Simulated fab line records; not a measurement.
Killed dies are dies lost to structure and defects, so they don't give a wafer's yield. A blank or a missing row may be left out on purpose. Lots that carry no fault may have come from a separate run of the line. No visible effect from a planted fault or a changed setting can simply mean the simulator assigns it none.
Split-lot trial :: flow n5Finfet :: 7 lots, 21 wafers read, on a route of 1938 steps

== ON THE SPLIT ==
At N5_PASSIVATION_ETCH_54 (etches SiO2 in CHF3/O2, target depth 880 nm, time 440 s), the setting biasW was moved away from the recipe's 170 W on 10 of the 21 wafers read, by -9.5% to +16.2%. For the rest of the wafers, this setting stayed at what the recipe calls for.

Reading taken at the split's own step.

== THE READING ==
rfVppV, in V, at N5_PASSIVATION_ETCH_54 (etches SiO2 in CHF3/O2, target depth 880 nm, time 440 s). Typical for fault-free wafers on this fab line: 523 V, with standard deviation 3.2 V.

wafer: L075.1
tool, chamber at the split: rieDiel-06, 1
biasW as run, W: 170
against the recipe: recipe
rfVppV, V: 523
against lot-mates on the recipe: -

wafer: L075.4
tool, chamber at the split: rieDiel-06, 2
biasW as run, W: 158.3
against the recipe: -6.9%
rfVppV, V: 489
against lot-mates on the recipe: -34

wafer: L075.5
tool, chamber at the split: rieDiel-06, 1
biasW as run, W: 158.3
against the recipe: -6.9%
rfVppV, V: 494
against lot-mates on the recipe: -29

wafer: L077.2
tool, chamber at the split: rieDiel-02, 3
biasW as run, W: 170
against the recipe: recipe
rfVppV, V: 525
against lot-mates on the recipe: -

wafer: L077.3
tool, chamber at the split: rieDiel-02, 2
biasW as run, W: 170
against the recipe: recipe
rfVppV, V: 522
against lot-mates on the recipe: -

wafer: L077.5
tool, chamber at the split: rieDiel-02, 2
biasW as run, W: 170
against the recipe: recipe
rfVppV, V: 521
against lot-mates on the recipe: -

wafer: L078.2
tool, chamber at the split: rieDiel-06, 0
biasW as run, W: 170
against the recipe: recipe
rfVppV, V: 522
against lot-mates on the recipe: -

wafer: L078.4
tool, chamber at the split: rieDiel-06, 2
biasW as run, W: 170
against the recipe: recipe
rfVppV, V: 519
against lot-mates on the recipe: -

wafer: L078.5
tool, chamber at the split: rieDiel-06, 1
biasW as run, W: 170
against the recipe: recipe
rfVppV, V: 522
against lot-mates on the recipe: -

wafer: L083.2
tool, chamber at the split: rieDiel-06, 3
biasW as run, W: 196.3
against the recipe: +15.5%
rfVppV, V: 589
against lot-mates on the recipe: no lot-mate on the recipe

wafer: L083.4
tool, chamber at the split: rieDiel-06, 0
biasW as run, W: 196.3
against the recipe: +15.5%
rfVppV, V: 588
against lot-mates on the recipe: no lot-mate on the recipe

wafer: L083.6
tool, chamber at the split: rieDiel-06, 0
biasW as run, W: 196.3
against the recipe: +15.5%
rfVppV, V: 588
against lot-mates on the recipe: no lot-mate on the recipe

wafer: L090.3
tool, chamber at the split: rieDiel-06, 3
biasW as run, W: 153.9
against the recipe: -9.5%
rfVppV, V: 485
against lot-mates on the recipe: -38

wafer: L090.5
tool, chamber at the split: rieDiel-06, 0
biasW as run, W: 170
against the recipe: recipe
rfVppV, V: 523
against lot-mates on the recipe: -

wafer: L090.6
tool, chamber at the split: rieDiel-06, 1
biasW as run, W: 170
against the recipe: recipe
rfVppV, V: 523
against lot-mates on the recipe: -

wafer: L088.1
tool, chamber at the split: rieDiel-01, 3
biasW as run, W: 197.6
against the recipe: +16.2%
rfVppV, V: 593
against lot-mates on the recipe: +65

wafer: L088.4
tool, chamber at the split: rieDiel-01, 1
biasW as run, W: 170
against the recipe: recipe
rfVppV, V: 529
against lot-mates on the recipe: -

wafer: L088.5
tool, chamber at the split: rieDiel-01, 1
biasW as run, W: 170
against the recipe: recipe
rfVppV, V: 527
against lot-mates on the recipe: -

wafer: L092.1
tool, chamber at the split: rieDiel-02, 2
biasW as run, W: 187.6
against the recipe: +10.4%
rfVppV, V: 564
against lot-mates on the recipe: no lot-mate on the recipe

wafer: L092.2
tool, chamber at the split: rieDiel-02, 1
biasW as run, W: 187.6
against the recipe: +10.4%
rfVppV, V: 565
against lot-mates on the recipe: no lot-mate on the recipe

wafer: L092.5
tool, chamber at the split: rieDiel-02, 2
biasW as run, W: 187.6
against the recipe: +10.4%
rfVppV, V: 564
against lot-mates on the recipe: no lot-mate on the recipe

FIT RESULTS
A straight line over all 21 wafers: rfVppV changes by +4.21 V for each +1% of biasW; r = +1.00; the points scatter about the line by 2.6 V.
The same after taking each lot's own level away (the mean of its wafers on the recipe; 15 wafers): +4.12 V for each +1%; r = +1.00; scatter 2 V.
According to that fit, moving biasW by its largest amount changes the reading by 67 V.
The lots' own levels span 521.0 to 528.0 V, that is 2.2 times the standard deviation above.
The two slopes are in agreement: the lot-to-lot level therefore moves the slope only a little.
Check: with one of the wafers moved furthest among these (+16.2%) left out of the fit, the line predicts +69.6 V for it against its lot-mates. It came out at +65 V against them.
Tool readings at the split's step, against how far the setting was moved: rfVppV r = +1.00.

== ADDITIONAL SPLITS CARRIED BY THESE WAFERS ==
Note: prior to the reading, these wafers also went through further splits. Each is held against what the fit with the lots' levels taken away leaves over:
other split on the same wafers: N5_BEOL_M10_EXPOSE_25 doseMj
wafers away from the commonest value: 7
r with rfVppV (lot level and that fit taken away): +0.01

other split on the same wafers: N5_BEOL_M11_DESCUM_16 timeS
wafers away from the commonest value: 5
r with rfVppV (lot level and that fit taken away): +0.41

other split on the same wafers: N5_BEOL_M12_COAT_65 spinRpm
wafers away from the commonest value: 8
r with rfVppV (lot level and that fit taken away): -0.03

other split on the same wafers: N5_BEOL_M13_DEP_53 timeS
wafers away from the commonest value: 6
r with rfVppV (lot level and that fit taken away): -0.09

other split on the same wafers: N5_BEOL_M14_ILD_DEP_00 timeS
wafers away from the commonest value: 8
r with rfVppV (lot level and that fit taken away): +0.47

other split on the same wafers: N5_BEOL_M15_COAT_04 spinRpm
wafers away from the commonest value: 7
r with rfVppV (lot level and that fit taken away): -0.03

other split on the same wafers: N5_MIM_BOT_ETCH_ETCH_00 icpW
wafers away from the commonest value: 7
r with rfVppV (lot level and that fit taken away): +0.10

== THE FILE'S OWN FIT ==
rfVppV changes by +4.07 V for each +1% of biasW, r = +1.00.
